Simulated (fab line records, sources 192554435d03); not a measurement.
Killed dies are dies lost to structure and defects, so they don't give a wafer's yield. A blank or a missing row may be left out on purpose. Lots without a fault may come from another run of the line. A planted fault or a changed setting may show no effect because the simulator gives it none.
fab line records | flow n5_finfet
record lots=22 wafers=66 last_day=17
route steps=1938 shown BEOL_M0_SAQP@653 BEOL_M0@730
lots that met no fault: from a run of the same line without faults
start_h: hours from the record's first day to the start of the lot's first wafer shown | wait_h: hours since the lot's step before | " the same as in the row above | L1.1+2: a row that stands for several wafers | - no value, or no start given | * or withheld: withheld | < > ~ a bound
route shown NAME@n: a module of which the file shows steps, and the number in the route of the first | usual: mean/standard deviation of fault-free wafers | same: alike in all rows | chamber/n: place in a boat | sites: the reading at each site | _std_site: their standard deviation | _edge_site: outer sites' mean less inner sites' | radius_mm: how far each site lies from the wafer's centre | mask NAME#n: copy n | behind: the tool/chamber that last shaped the wafer | hold: why the lot was held/for how many hours/how that ended | device: the transistor (n, p or np) that didn't switch | end of line: the same wafers' tests at the end of the route | a step without rows: its recipe alone | killed: dies lost to structure and defects at the first sort, not the wafer's yield | map: a wafer's dies, x killed, . not, _ none there
set.NAME: the setting as run; set.NAME@STEP: as run at that earlier step | model.NAME: the simulator's own value behind a step, which no gauge read
steps of the route over a sample of lots; a table a step, a row a wafer
services: from which hour (start_h, from the record's first day; less than 0 if before it) a tool's chamber was out of use, for how many hours, and why
## steps
# step N5_BEOL_M0_SAQP_ETCH_83
# recipe chemistry=CF4 target=SiARC target_depth_a=390 mask_material=CAR-ArF time_s=65 ion_energy_ev=80 pressure_mtorr=40 source_w=545 bias_w=36 Ar_flow_sccm=100 cf4_flow_sccm=100 ends=cleared
# usual drypump_motor_current_A=5.6/0.32 etch_rf_on_time_s=64.9/2 oes_product_au=0.65/0.068 rf_vpp_V=184.2/1.1 showerhead_plenum_p_Torr=2.15/0.046 throttle_valve_pct=15.71/0.27
# columns lot.wafer tool chamber start_h wait_h drypump_motor_current_A etch_rf_on_time_s oes_product_au rf_hours_counter_h rf_vpp_V showerhead_plenum_p_Torr throttle_valve_pct
L075.3 rie_diel-02 3 118.36 0.0 5.7 65.0 0.62 209 184.0 2.11 15.86
L075.4 " 2 " " 5.6 67.9 0.60 226 184.2 2.18 15.53
L075.6 " 2 " " 5.6 67.7 0.60 - 184.9 2.18 15.54
L074.1 rie_diel-02 2 122.36 0.0 5.6 67.4 0.60 227 182.6 2.18 15.54
L074.2 " 1 " " 5.9 66.7 0.61 193 183.9 2.14 15.55
L074.4 " 3 " " 5.7 64.6 0.62 211 182.7 2.11 15.86
L076.2 rie_diel-01 0 126.62 0.0 5.3 62.9 0.78 17 185.1 2.19 15.77
L076.3 " 1 " " 5.5 66.2 0.65 142 186.2 2.21 15.64
L076.5 " 1 " " 5.5 67.0 0.64 - 183.8 2.21 15.63
L077.4 rie_diel-02 2 131.44 0.0 5.6 67.9 0.59 230 183.9 2.18 15.51
L077.5 " 3 " " 5.7 65.5 0.61 - 183.4 2.11 15.86
L077.6 " 2 " " 5.6 68.1 0.59 - 184.3 2.17 15.53
L078.1 rie_diel-02 2 139.83 0.0 5.6 67.8 0.60 233 186.2 2.17 15.55
L078.2 " 1 " " 5.9 66.5 0.61 199 184.3 2.14 15.55
L078.6 " 0 " " 5.8 66.4 0.75 - 184.2 2.19 15.54
L079.2 rie_diel-06 3 142.36 0.0 4.9 62.8 0.61 210 182.8 2.06 16.30
L079.3 " 1 " " 5.9 63.5 0.61 204 184.2 2.21 15.88
L079.6 " 1 " " 6.0 63.8 0.61 - 184.4 2.21 15.86
L080.2 rie_diel-02 0 144.91 0.0 5.8 66.9 0.76 28 184.6 2.19 15.55
L080.3 " 2 " " 5.6 67.6 0.60 234 186.7 2.17 15.55
L080.6 " 3 " " 5.7 65.5 0.61 - 185.7 2.11 15.86
L081.2 rie_diel-02 2 154.05 0.0 5.7 66.9 0.59 238 184.4 2.17 15.56
L081.5 " 1 " " 5.9 65.5 0.61 - 183.6 2.14 15.58
L081.6 " 2 " " 5.6 66.6 0.59 - 183.9 2.17 15.55
L082.1 rie_diel-01 2 158.66 0.0 5.9 65.4 0.61 205 183.5 2.12 15.98
L082.3 " 1 " " 5.5 66.2 0.64 153 184.0 2.21 15.67
L082.4 " 0 " " 5.3 63.1 0.76 29 184.3 2.19 15.79
L084.2 rie_diel-06 0 176.11 0.0 5.3 60.6 0.66 158 184.7 2.22 15.47
L084.3 " 2 " " 5.0 62.2 0.76 59 185.0 2.15 15.40
L084.6 " 1 " " 5.9 62.6 0.61 - 184.1 2.21 15.89
L087.3 rie_diel-02 2 193.10 0.0 5.6 66.2 0.59 249 184.0 2.17 15.57
L087.5 " 2 " " 5.6 66.4 0.59 - 183.5 2.17 15.59
L087.6 " 3 " " 5.7 65.4 0.60 - 183.6 2.10 15.91
L085.1 rie_diel-06 3 196.96 0.0 4.9 61.3 0.61 226 182.2 2.06 16.33
L085.3 " 2 " " 5.1 61.3 0.75 65 184.5 2.15 15.42
L085.4 " 1 " " 5.9 62.3 0.61 219 185.3 2.21 15.89
L086.2 rie_diel-02 1 198.65 0.0 5.9 65.4 0.60 216 182.5 2.14 15.58
L086.4 " 3 " " 5.7 65.5 0.60 - 183.4 2.10 15.91
L086.6 " 0 " " 5.8 66.8 0.73 - 184.8 2.19 15.58
L088.1 rie_diel-06 3 212.28 0.0 4.9 62.9 0.60 229 181.4 2.06 16.33
L088.5 " 0 " " 5.3 61.7 0.64 - 183.5 2.22 15.48
L088.6 " 3 " " 4.9 62.7 0.61 - 182.6 2.06 16.31
L091.1 rie_diel-06 0 217.55 0.0 5.3 61.2 0.64 168 185.6 2.22 15.47
L091.2 " 3 " " 4.9 62.5 0.60 231 180.9 2.06 16.33
L091.6 " 3 " " 4.9 62.4 0.61 - 182.8 2.06 16.33
L090.2 rie_diel-01 3 220.40 0.0 5.2 65.3 0.59 236 184.4 2.11 15.92
L090.4 " 1 " " 5.5 66.7 0.63 - 185.8 2.20 15.69
L090.5 " 0 " " 5.3 64.1 0.73 - 184.9 2.18 15.84
L092.1 rie_diel-02 1 224.97 0.0 5.9 65.2 0.60 224 186.2 2.13 15.60
L092.4 " 0 " " 5.9 66.7 0.71 55 185.0 2.18 15.58
L092.6 " 1 " " 5.9 65.3 0.60 - 184.2 2.13 15.59
L093.1 rie_diel-01 0 226.78 0.0 5.3 63.5 0.73 50 184.6 2.18 15.85
L093.3 " 2 " " 5.8 65.0 0.61 223 184.7 2.11 16.01
L093.4 " 1 " " 5.5 67.1 0.62 173 185.3 2.20 15.69
L094.2 rie_diel-02 3 230.21 0.0 5.7 66.1 0.59 247 183.0 2.10 15.93
L094.3 " 0 " " 5.8 68.5 0.71 57 184.3 2.18 15.60
L094.5 " 2 " " 5.7 66.4 0.81 - 184.9 2.17 15.10
L095.4 rie_diel-06 0 232.62 0.0 5.3 61.4 0.64 173 185.5 2.21 15.48
L095.5 " 1 " " 6.0 62.6 0.60 - 184.8 2.20 15.92
L095.6 " 2 " " 5.0 61.8 0.75 - 185.7 2.14 15.42
L096.4 rie_diel-06 3 240.07 0.0 4.9 64.3 0.59 238 183.0 2.06 16.34
L096.5 " 1 " " 6.0 63.1 0.59 - 185.5 2.20 15.94
L096.6 " 0 " " 5.4 61.6 0.64 - 185.9 2.21 15.48
L097.1 rie_diel-02 1 248.84 0.0 5.9 66.0 0.59 233 183.9 2.13 15.62
L097.4 " 0 " " 5.9 67.9 0.70 - 183.1 2.18 15.61
L097.5 " 2 " " 5.6 64.9 0.79 - 186.4 2.16 15.11
# step N5_BEOL_M0_SAQP_SPACER1_ETCHBACK_99
# recipe chemistry=CHF3/O2 mode=anisotropic_etchback target=SiO2 target_depth_a=154 time_s=7.7 pressure_mtorr=30 source_w=650 bias_w=170 Ar_flow_sccm=200 CHF3_flow_sccm=50 O2_flow_sccm=5 ion_energy_ev=200
# usual O2_flow_sccm=4.999/0.015 drypump_motor_current_A=5.5/0.38 oes_ar_750_au=0.76/0.07 oes_product_au=0.76/0.078 rf_vpp_V=523/11 showerhead_plenum_p_Torr=2.43/0.06 throttle_valve_pct=19.01/0.29
# columns lot.wafer tool chamber start_h wait_h O2_flow_sccm drypump_motor_current_A oes_ar_750_au oes_product_au rf_hours_counter_h rf_vpp_V showerhead_plenum_p_Torr throttle_valve_pct
L075.3 rie_diel-02 3 119.73 0.3 5.005 5.7 0.73 0.72 210 505 2.37 19.13
L075.4 " 2 " " 4.993 5.6 0.70 0.71 226 542 2.46 18.80
L075.6 " 2 " " 5.007 5.6 0.70 0.71 - 541 2.46 18.80
L074.1 rie_diel-06 3 123.85 0.3 5.009 4.9 0.73 0.72 204 510 2.33 19.59
L074.2 " 1 " " 5.008 5.9 0.72 0.72 200 522 2.49 19.10
L074.4 " 2 " " 4.998 5.0 0.89 0.90 47 519 2.44 18.74
L076.2 rie_diel-06 3 127.95 0.3 5.006 4.9 0.73 0.72 205 508 2.33 19.60
L076.3 " 0 " " 5.005 5.4 0.77 0.76 143 535 2.52 18.83
L076.5 " 0 " " 5.006 5.3 0.77 0.76 - 535 2.52 18.81
L077.4 rie_diel-02 1 133.38 0.4 5.003 5.9 0.73 0.72 197 518 2.42 18.86
L077.5 " 3 " " 5.001 5.7 0.72 0.72 - 504 2.37 19.14
L077.6 " 2 " " 4.982 5.7 0.70 0.70 - 542 2.46 18.80
L078.1 rie_diel-02 1 141.28 0.3 4.972 5.9 0.72 0.72 200 516 2.42 18.89
L078.2 " 0 " " 4.970 5.9 0.87 0.90 27 530 2.45 18.73
L078.6 " 3 " " 5.016 5.7 0.72 0.71 - 505 2.37 19.13
L079.2 rie_diel-06 1 143.74 0.3 4.986 6.0 0.71 0.71 205 521 2.48 19.12
L079.3 " 0 " " 4.969 5.3 0.77 0.77 148 533 2.52 18.84
L079.6 " 1 " " 5.008 5.9 0.72 0.71 - 522 2.48 19.11
L080.2 rie_diel-02 2 146.26 0.3 4.977 5.6 0.69 0.70 235 542 2.46 18.82
L080.3 " 0 " " 4.993 5.8 0.87 0.89 29 530 2.45 18.73
L080.6 " 0 " " 5.014 5.9 0.86 0.89 - 530 2.45 18.75
L081.2 rie_diel-02 3 155.44 0.3 4.992 5.8 0.72 0.71 222 506 2.37 19.15
L081.5 " 2 " " 5.003 5.6 0.69 0.70 - 542 2.45 18.82
L081.6 " 1 " " 5.005 5.9 0.72 0.72 - 517 2.42 18.88
L082.1 rie_diel-02 3 159.99 0.3 5.021 5.8 0.72 0.70 224 504 2.37 19.15
L082.3 " 2 " " 5.000 5.6 0.69 0.70 240 542 2.45 18.83
L082.4 " 0 " " 4.981 5.8 0.86 0.89 33 532 2.44 18.76
L084.2 rie_diel-06 3 178.01 0.3 4.992 4.9 0.72 0.71 221 509 2.32 19.62
L084.3 " 0 " " 4.982 5.3 0.75 0.75 158 534 2.52 18.85
L084.6 " 2 " " 4.998 5.1 0.88 0.88 - 518 2.44 18.77
L087.3 rie_diel-06 1 195.79 0.3 4.996 6.0 0.70 0.71 218 520 2.48 19.15
L087.5 " 2 " " 5.008 5.0 0.87 0.87 - 519 2.43 18.76
L087.6 " 1 " " 5.005 5.9 0.70 0.70 - 522 2.48 19.14
L085.1 rie_diel-06 0 201.13 0.3 4.996 5.4 0.75 0.75 164 533 2.51 18.87
L085.3 " 2 " " 5.026 5.0 0.87 0.88 66 518 2.43 18.76
L085.4 " 1 " " 4.994 6.0 0.71 0.70 220 521 2.48 19.14
L086.2 rie_diel-06 0 203.44 0.3 5.011 5.3 0.76 0.75 164 535 2.51 18.87
L086.4 " 3 " " 4.995 4.9 0.71 0.70 227 510 2.32 19.64
L086.6 " 0 " " 5.008 5.3 0.76 0.75 - 535 2.51 18.86
L088.1 rie_diel-02 3 213.69 0.3 4.999 5.7 0.71 0.69 241 505 2.36 19.18
L088.5 " 0 " " 5.012 5.9 0.83 0.85 - 531 2.44 18.77
L088.6 " 3 " " 5.022 5.7 0.70 0.68 - 504 2.36 19.18
L091.1 rie_diel-06 3 219.24 0.3 5.011 4.9 0.70 0.70 231 510 2.32 19.64
L091.2 " 1 " " 4.994 6.0 0.69 0.70 225 521 2.47 19.15
L091.6 " 0 " " 5.010 5.3 0.74 0.75 - 535 2.51 18.88
L090.2 rie_diel-02 1 221.73 0.3 4.982 5.9 0.71 0.70 223 517 2.41 18.92
L090.4 " 3 " " 4.991 5.7 0.70 0.69 243 505 2.36 19.18
L090.5 " 1 " " 4.994 5.9 0.71 0.71 - 518 2.41 18.93
L092.1 rie_diel-06 3 226.31 0.3 5.007 4.9 0.71 0.70 233 511 2.31 19.63
L092.4 " 0 " " 5.002 5.3 0.75 0.74 171 533 2.51 18.88
L092.6 " 0 " " 4.999 5.3 0.75 0.74 - 535 2.51 18.87
L093.1 rie_diel-06 0 228.11 0.3 5.007 5.3 0.74 0.74 171 534 2.51 18.88
L093.3 " 1 " " 4.972 5.9 0.69 0.70 228 521 2.47 19.15
L093.4 " 2 " " 4.989 5.0 0.86 0.86 74 518 2.43 18.79
L094.2 rie_diel-06 1 232.95 0.3 4.972 6.0 0.69 0.70 230 521 2.47 19.16
L094.3 " 3 " " 5.000 4.9 0.71 0.69 235 509 2.31 19.62
L094.5 " 1 " " 4.988 6.0 0.69 0.70 - 522 2.47 19.15
L095.4 rie_diel-06 0 234.44 0.4 4.982 5.3 0.75 0.75 173 535 2.51 18.88
L095.5 " 2 " " 4.988 5.0 0.86 0.85 - 519 2.43 18.79
L095.6 " 1 " " 4.993 5.9 0.70 0.70 - 521 2.47 19.17
L096.4 rie_diel-01 3 241.40 0.3 4.981 5.2 0.70 0.68 245 525 2.34 18.99
L096.5 " 2 " " 4.993 5.8 0.70 0.70 - 535 2.40 19.48
L096.6 " 1 " " 4.998 5.5 0.73 0.73 - 535 2.48 18.98
L097.1 rie_diel-02 0 251.58 0.3 5.000 5.8 0.81 0.82 66 530 2.43 18.80
L097.4 " 1 " " 5.024 5.9 0.70 0.69 - 516 2.41 18.94
L097.5 " 2 " " 5.001 5.6 0.90 0.92 - 541 2.44 18.46
# step N5_BEOL_M0_SAQP_ETCH_107
# recipe chemistry=CH3F/O2 target=SiNx target_depth_a=300 mask_material=SOC pressure_mtorr=30 source_w=395 bias_w=73 Ar_flow_sccm=150 CH3F_flow_sccm=30 O2_flow_sccm=20 ion_energy_ev=120
# usual CH3F_flow_sccm=30.00/0.09 O2_flow_sccm=20.00/0.056 drypump_motor_current_A=5.5/0.36 oes_ar_750_au=0.76/0.068 oes_product_au=0.76/0.079 rf_vpp_V=298/5.5 showerhead_plenum_p_Torr=2.02/0.054 throttle_valve_pct=16.52/0.29
# columns lot.wafer tool chamber start_h wait_h CH3F_flow_sccm O2_flow_sccm drypump_motor_current_A oes_ar_750_au oes_product_au rf_hours_counter_h rf_vpp_V showerhead_plenum_p_Torr throttle_valve_pct
L075.3 rie_diel-02 1 120.70 0.0 29.96 20.05 5.9 0.73 0.73 193 293 2.01 16.36
L075.4 " 2 " " 30.12 20.09 5.6 0.70 0.71 227 306 2.04 16.26
L075.6 " 1 " " 29.84 19.98 5.9 0.73 0.72 - 293 2.01 16.35
L074.1 rie_diel-06 0 124.81 0.0 29.90 19.99 5.3 0.77 0.77 142 302 2.10 16.30
L074.2 " 3 " " 29.99 20.07 4.9 0.73 0.71 205 290 1.93 17.04
L074.4 " 1 " " 30.13 19.91 5.9 0.71 0.71 200 298 2.07 16.58
L076.2 rie_diel-01 0 128.91 0.0 29.97 19.99 5.3 0.88 0.92 18 301 2.04 16.48
L076.3 " 2 " " 29.95 20.03 5.9 0.72 0.74 196 302 2.01 16.88
L076.5 " 3 " " 29.91 20.02 5.2 0.70 0.71 - 299 1.96 16.49
L077.4 rie_diel-01 3 134.39 0.0 30.09 20.01 5.2 0.71 0.70 212 298 1.96 16.49
L077.5 " 2 " " 29.98 20.05 5.9 0.73 0.73 - 302 2.01 16.88
L077.6 " 3 " " 30.03 20.02 5.2 0.70 0.70 - 298 1.96 16.49
L078.1 rie_diel-06 0 142.24 0.0 30.15 20.01 5.3 0.76 0.76 147 304 2.10 16.31
L078.2 " 1 " " 30.05 20.02 6.0 0.72 0.70 204 297 2.06 16.59
L078.6 " 1 " " 29.99 20.09 6.0 0.71 0.71 - 295 2.06 16.59
L079.2 rie_diel-01 1 144.78 0.0 30.05 19.93 5.5 0.75 0.75 149 304 2.07 16.40
L079.3 " 0 " " 29.86 20.00 5.3 0.86 0.90 24 301 2.04 16.49
L079.6 " 1 " " 30.01 20.06 5.5 0.75 0.75 - 304 2.07 16.40
L080.2 rie_diel-06 1 147.35 0.0 30.04 20.01 6.0 0.72 0.70 206 296 2.06 16.59
L080.3 " 0 " " 30.04 19.96 5.3 0.76 0.76 149 303 2.10 16.31
L080.6 " 0 " " 29.98 19.98 5.3 0.76 0.77 - 304 2.10 16.30
L081.2 rie_diel-01 2 156.41 0.0 29.91 20.01 5.8 0.72 0.73 205 303 2.00 16.88
L081.5 " 3 " " 30.09 19.98 5.2 0.70 0.69 - 299 1.95 16.49
L081.6 " 0 " " 29.85 19.89 5.3 0.85 0.90 - 301 2.04 16.51
L082.1 rie_diel-02 2 160.95 0.0 30.08 19.93 5.6 0.69 0.71 240 306 2.03 16.29
L082.3 " 1 " " 29.97 20.01 5.9 0.71 0.71 207 294 2.01 16.38
L082.4 " 3 " " 29.86 20.06 5.8 0.71 0.70 224 285 1.96 16.64
L084.2 rie_diel-06 2 179.30 0.0 29.96 19.89 5.0 0.88 0.87 60 295 2.02 16.21
L084.3 " 3 " " 30.11 20.09 4.9 0.72 0.70 221 289 1.92 17.06
L084.6 " 3 " " 30.00 20.03 4.9 0.71 0.71 - 289 1.92 17.06
L087.3 rie_diel-06 1 196.84 0.0 29.87 19.91 5.9 0.70 0.70 219 296 2.06 16.59
L087.5 " 3 " " 29.78 20.05 4.9 0.72 0.70 - 291 1.92 17.05
L087.6 " 0 " " 29.98 20.03 5.3 0.74 0.76 - 304 2.09 16.34
L085.1 rie_diel-01 0 202.21 0.0 29.92 19.98 5.3 0.83 0.87 42 299 2.03 16.54
L085.3 " 3 " " 30.03 20.06 5.2 0.69 0.70 231 298 1.95 16.52
L085.4 " 2 " " 29.93 19.98 5.9 0.71 0.72 216 301 2.00 16.90
L086.2 rie_diel-06 3 204.40 0.0 29.90 20.11 4.9 0.71 0.70 228 289 1.92 17.07
L086.4 " 0 " " 30.03 19.93 5.3 0.75 0.75 165 304 2.09 16.34
L086.6 " 3 " " 29.94 20.12 4.9 0.71 0.70 - 290 1.92 17.07
L088.1 rie_diel-02 0 214.77 0.0 29.99 20.01 5.8 0.83 0.85 51 301 2.03 16.25
L088.5 " 1 " " 30.14 19.98 5.9 0.71 0.70 - 293 2.00 16.42
L088.6 " 0 " " 29.98 19.92 5.8 0.83 0.85 - 302 2.03 16.25
L091.1 rie_diel-06 3 220.21 0.0 29.82 20.02 4.9 0.71 0.69 232 289 1.92 17.05
L091.2 " 1 " " 29.99 19.93 5.9 0.70 0.70 226 298 2.06 16.63
L091.6 " 3 " " 29.89 19.96 4.9 0.71 0.70 - 289 1.92 17.07
L090.2 rie_diel-01 1 222.70 0.0 30.15 19.98 5.5 0.73 0.73 172 306 2.06 16.45
L090.4 " 0 " " 29.86 19.97 5.3 0.83 0.86 - 299 2.03 16.57
L090.5 " 3 " " 30.03 20.02 5.2 0.69 0.69 - 298 1.95 16.52
L092.1 rie_diel-01 0 227.30 0.0 30.13 19.93 5.3 0.83 0.86 50 301 2.03 16.57
L092.4 " 2 " " 29.84 20.04 5.9 0.70 0.72 223 302 2.00 16.92
L092.6 " 3 " " 30.06 20.00 5.2 0.69 0.68 - 299 1.95 16.52
L093.1 rie_diel-06 0 229.07 0.0 30.12 19.99 5.3 0.74 0.75 172 302 2.09 16.34
L093.3 " 2 " " 29.87 20.06 5.1 0.85 0.86 74 294 2.02 16.24
L093.4 " 3 " " 30.05 19.96 4.9 0.71 0.69 234 289 1.92 17.07
L094.2 rie_diel-06 0 233.99 0.0 30.03 20.09 5.3 0.74 0.74 173 304 2.09 16.35
L094.3 " 1 " " 29.98 20.06 6.0 0.70 0.69 231 296 2.06 16.63
L094.5 " 2 " " 30.15 20.06 5.0 0.86 0.85 - 295 2.02 16.24
L095.4 rie_diel-06 3 235.41 0.0 30.11 19.99 4.9 0.71 0.69 236 290 1.92 17.09
L095.5 " 1 " " 29.72 19.93 6.0 0.69 0.70 - 295 2.05 16.63
L095.6 " 2 " " 30.07 20.04 5.0 0.86 0.86 - 295 2.02 16.24
L096.4 rie_diel-02 2 242.38 0.0 30.03 19.97 5.6 0.92 0.95 - 307 2.02 15.88
L096.5 " 0 " " 29.98 19.98 5.8 0.81 0.84 - 302 2.03 16.30
L096.6 " 1 " " 30.10 20.07 5.9 0.70 0.69 - 292 2.00 16.42
L097.1 rie_diel-02 0 252.76 0.0 30.06 20.08 5.8 0.81 0.84 66 301 2.03 16.29
L097.4 " 0 " " 30.11 19.96 5.8 0.81 0.83 - 301 2.03 16.29
L097.5 " 2 " " 29.94 19.92 5.7 0.90 0.94 - 306 2.02 15.88
# step N5_BEOL_M0_SAQP_ALD_48
# recipe material=SiO2 target_thk_a=200 temp_c=100 ald_precursor_family=BDEAS ald_co_reactant=O2-plasma pulse_time_s=1 co_reactant_pulse_time_s=1 purge_time_s=2 co_reactant_purge_time_s=2 ald_cycles=139 pressure_torr=2
# usual heater_power_w=77/6.8 precursor_pulse_height_rel=1.000/0.019
# columns lot.wafer tool chamber start_h wait_h heater_power_w precursor_pulse_height_rel
L075.3 ald_sin-03 2 122.90 0.1 83 1.021
L075.4 " 3 " " 80 0.991
L075.6 " 2 " " 84 0.999
L074.1 ald_sin-01 3 126.65 0.0 77 1.038
L074.2 " 2 " " 84 1.023
L074.4 " 0 " " 67 1.020
L076.2 ald_sin-03 2 131.60 0.8 83 1.000
L076.3 " 1 " " 65 1.015
L076.5 " 3 " " 80 0.993
L077.4 ald_sin-04 1 137.06 0.0 66 0.961
L077.5 " 0 " " 71 1.002
L077.6 " 3 " " 80 0.981
L078.1 ald_sin-03 2 144.09 0.0 84 0.985
L078.2 " 0 " " 89 1.010
L078.6 " 1 " " 64 1.006
L079.2 ald_sin-04 0 146.65 0.0 69 1.021
L079.3 " 3 " " 78 0.991
L079.6 " 0 " " 69 0.989
L080.2 ald_sin-01 0 150.32 0.0 67 1.028
L080.3 " 2 " " 84 1.000
L080.6 " 2 " " 80 1.030
L081.2 ald_sin-04 0 158.12 0.0 69 1.000
L081.5 " 0 " " 71 1.000
L081.6 " 3 " " 79 0.997
L082.1 ald_sin-01 1 162.86 0.0 83 0.997
L082.3 " 2 " " 84 0.984
L082.4 " 0 " " 67 1.004
L084.2 ald_sin-01 3 182.80 0.0 77 0.958
L084.3 " 2 " " 83 1.008
L084.6 " 0 " " 68 1.030
L087.3 ald_sin-03 2 200.05 1.5 80 1.011
L087.5 " 1 " " 64 0.971
L087.6 " 3 " " 79 1.001
L085.1 ald_sin-01 0 207.48 0.3 67 1.016
L085.3 " 2 " " 85 0.984
L085.4 " 3 " " 76 1.003
L086.2 ald_sin-01 0 208.38 0.6 66 1.016
L086.4 " 1 " " 83 1.010
L086.6 " 2 " " 83 0.975
L088.1 ald_sin-03 0 216.84 0.0 87 1.017
L088.5 " 3 " " 79 0.983
L088.6 " 0 " " 88 0.977
L091.1 ald_sin-04 0 222.12 0.0 72 1.006
L091.2 " 1 " " 67 1.018
L091.6 " 1 " " 66 1.030
L090.2 ald_sin-04 2 224.48 0.0 83 1.004
L090.4 " 1 " " 68 0.980
L090.5 " 2 " " 80 1.021
L092.1 ald_sin-04 0 230.01 0.2 68 0.974
L092.4 " 3 " " 80 1.017
L092.6 " 2 " " 79 0.992
L093.1 ald_sin-01 0 231.95 1.0 67 0.989
L093.3 " 3 " " 79 1.031
L093.4 " 1 " " 83 1.013
L094.2 ald_sin-04 3 237.36 0.2 79 1.008
L094.3 " 2 " " 82 0.972
L094.5 " 3 " " 79 1.017
L095.4 ald_sin-04 2 237.86 0.2 81 1.006
L095.5 " 2 " " 81 1.000
L095.6 " 1 " " 67 0.978
L096.4 ald_sin-04 3 244.06 0.0 80 0.951
L096.5 " 3 " " 78 1.024
L096.6 " 0 " " 70 0.960
L097.1 ald_sin-04 0 256.23 0.0 69 0.995
L097.4 " 1 " " 70 0.980
L097.5 " 3 " " 78 1.031
# step N5_BEOL_M0_PRE_CLEAN_113
# recipe gas=H2/He time_s=30 temp_c=250
# usual heater_power_w=335/21
# columns lot.wafer tool chamber start_h wait_h heater_power_w
L075.3 pvd_sputter-01 - 126.88 0.0 351
L075.4 " - " " 305
L075.6 " - " " 311
L074.1 pvd_sputter-01 - 129.22 0.0 305
L074.2 " - " " 355
L074.4 " - " " 317
L076.2 pvd_sputter-03 - 134.22 0.0 353
L076.3 " - " " 339
L076.5 " - " " 360
L077.4 pvd_sputter-03 - 139.25 0.0 355
L077.5 " - " " 343
L077.6 " - " " 363
L078.1 pvd_sputter-01 - 147.58 0.0 352
L078.2 " - " " 304
L078.6 " - " " 357
L079.2 pvd_sputter-01 - 149.96 0.0 358
L079.3 " - " " 310
L079.6 " - " " 356
L080.2 pvd_sputter-01 - 153.02 0.0 299
L080.3 " - " " 356
L080.6 " - " " 358
L081.2 pvd_sputter-01 - 165.82 0.0 354
L081.5 " - " " 312
L081.6 " - " " 352
L082.1 pvd_sputter-03 - 167.61 0.0 329
L082.3 " - " " 345
L082.4 " - " " 320
L084.2 pvd_sputter-02 - 185.38 0.0 352
L084.3 " - " " 285
L084.6 " - " " 362
L087.3 pvd_sputter-03 - 204.44 0.0 326
L087.5 " - " " 361
L087.6 " - " " 325
L085.1 pvd_sputter-03 - 211.30 0.0 344
L085.3 " - " " 327
L085.4 " - " " 318
L086.2 pvd_sputter-03 - 212.60 0.0 342
L086.4 " - " " 325
L086.6 " - " " 327
L088.1 pvd_sputter-03 - 219.42 0.0 321
L088.5 " - " " 329
L088.6 " - " " 326
L091.1 pvd_sputter-03 - 225.95 0.0 338
L091.2 " - " " 343
L091.6 " - " " 326
L090.2 pvd_sputter-03 - 227.02 0.0 346
L090.4 " - " " 336
L090.5 " - " " 342
L092.1 pvd_sputter-03 - 234.01 0.0 346
L092.4 " - " " 328
L092.6 " - " " 345
L093.1 pvd_sputter-02 - 234.57 0.0 361
L093.3 " - " " 287
L093.4 " - " " 350
L094.2 pvd_sputter-02 - 240.35 0.0 344
L094.3 " - " " 361
L094.5 " - " " 357
L095.4 pvd_sputter-01 - 243.78 0.0 351
L095.5 " - " " 367
L095.6 " - " " 352
L096.4 pvd_sputter-03 - 247.66 0.0 330
L096.5 " - " " 355
L096.6 " - " " 322
L097.1 pvd_sputter-03 - 262.03 0.0 345
L097.4 " - " " 315
L097.5 " - " " 330
# step N5_BEOL_M0_ANNEAL_135
# recipe temp_c=400 time_s=60 ambient=vacuum
# usual heater_power_w=820/62
# columns lot.wafer tool chamber start_h wait_h heater_power_w
L075.3 pvd_sputter-02 - 127.79 0.0 750
L075.4 " - " " 707
L075.6 " - " " 852
L074.1 pvd_sputter-01 - 130.35 0.0 753
L074.2 " - " " 872
L074.4 " - " " 880
L076.2 pvd_sputter-02 - 135.92 0.0 714
L076.3 " - " " 900
L076.5 " - " " 851
L077.4 pvd_sputter-02 - 140.02 0.0 896
L077.5 " - " " 732
L077.6 " - " " 861
L078.1 pvd_sputter-03 - 148.76 0.0 896
L078.2 " - " " 819
L078.6 " - " " 832
L079.2 pvd_sputter-02 - 150.88 0.0 735
L079.3 " - " " 741
L079.6 " - " " 731
L080.2 pvd_sputter-01 - 155.81 0.0 767
L080.3 " - " " 754
L080.6 " - " " 779
L081.2 pvd_sputter-01 - 166.72 0.0 871
L081.5 " - " " 761
L081.6 " - " " 749
L082.1 pvd_sputter-02 - 168.58 0.0 723
L082.3 " - " " 860
L082.4 " - " " 896
L084.2 pvd_sputter-01 - 187.41 0.0 736
L084.3 " - " " 770
L084.6 " - " " 884
L087.3 pvd_sputter-01 - 205.34 0.0 785
L087.5 " - " " 908
L087.6 " - " " 756
L085.1 pvd_sputter-03 - 212.20 0.0 872
L085.3 " - " " 869
L085.4 " - " " 837
L086.2 pvd_sputter-03 - 215.40 0.0 885
L086.4 " - " " 805
L086.6 " - " " 893
L088.1 pvd_sputter-02 - 220.66 0.0 844
L088.5 " - " " 725
L088.6 " - " " 840
L091.1 pvd_sputter-03 - 226.77 0.0 792
L091.2 " - " " 814
L091.6 " - " " 876
L090.2 pvd_sputter-03 - 227.83 0.0 798
L090.4 " - " " 893
L090.5 " - " " 877
L092.1 pvd_sputter-01 - 234.90 0.0 877
L092.4 " - " " 867
L092.6 " - " " 884
L093.1 pvd_sputter-01 - 235.42 0.0 764
L093.3 " - " " 879
L093.4 " - " " 788
L094.2 pvd_sputter-01 - 242.20 0.0 750
L094.3 " - " " 864
L094.5 " - " " 766
L095.4 pvd_sputter-02 - 245.79 0.0 687
L095.5 " - " " 728
L095.6 " - " " 847
L096.4 pvd_sputter-02 - 248.87 0.0 712
L096.5 " - " " 893
L096.6 " - " " 733
L097.1 pvd_sputter-01 - 264.23 0.0 785
L097.4 " - " " 874
L097.5 " - " " 783
## services
# columns tool chamber start_h hours kind
rie_diel-01 - 94.56 2.8 pm
rie_diel-01 0 114.37 7.6 repair
rie_diel-06 1 127.09 2.5 repair
rie_diel-06 2 139.56 7.7 repair
rie_diel-01 3 142.69 2.2 repair
ald_sin-01 3 158.58 5.2 repair
ald_sin-03 - 161.72 6.1 pm
pvd_sputter-02 - 166.21 1.9 repair
ald_sin-04 - 176.75 14.0 pm
rie_diel-02 1 178.83 7.1 repair
pvd_sputter-03 - 186.93 2.6 repair
ald_sin-04 - 195.90 14.6 pm
rie_diel-02 2 196.07 - clean
rie_diel-02 2 196.07 - consumable_replace:focus_ring
ald_sin-03 0 197.94 3.1 repair
ald_sin-01 - 199.15 6.0 pm
ald_sin-01 3 211.06 9.5 repair
rie_diel-01 2 220.13 3.2 repair
ald_sin-03 - 228.96 28.1 pm
rie_diel-02 3 236.85 - clean
rie_diel-02 3 236.85 - consumable_replace:focus_ring
rie_diel-02 3 236.85 19.3 scheduled_down
rie_diel-02 3 236.85 19.3 vent_cycle
ald_sin-01 3 239.15 3.4 repair
## key
fault none
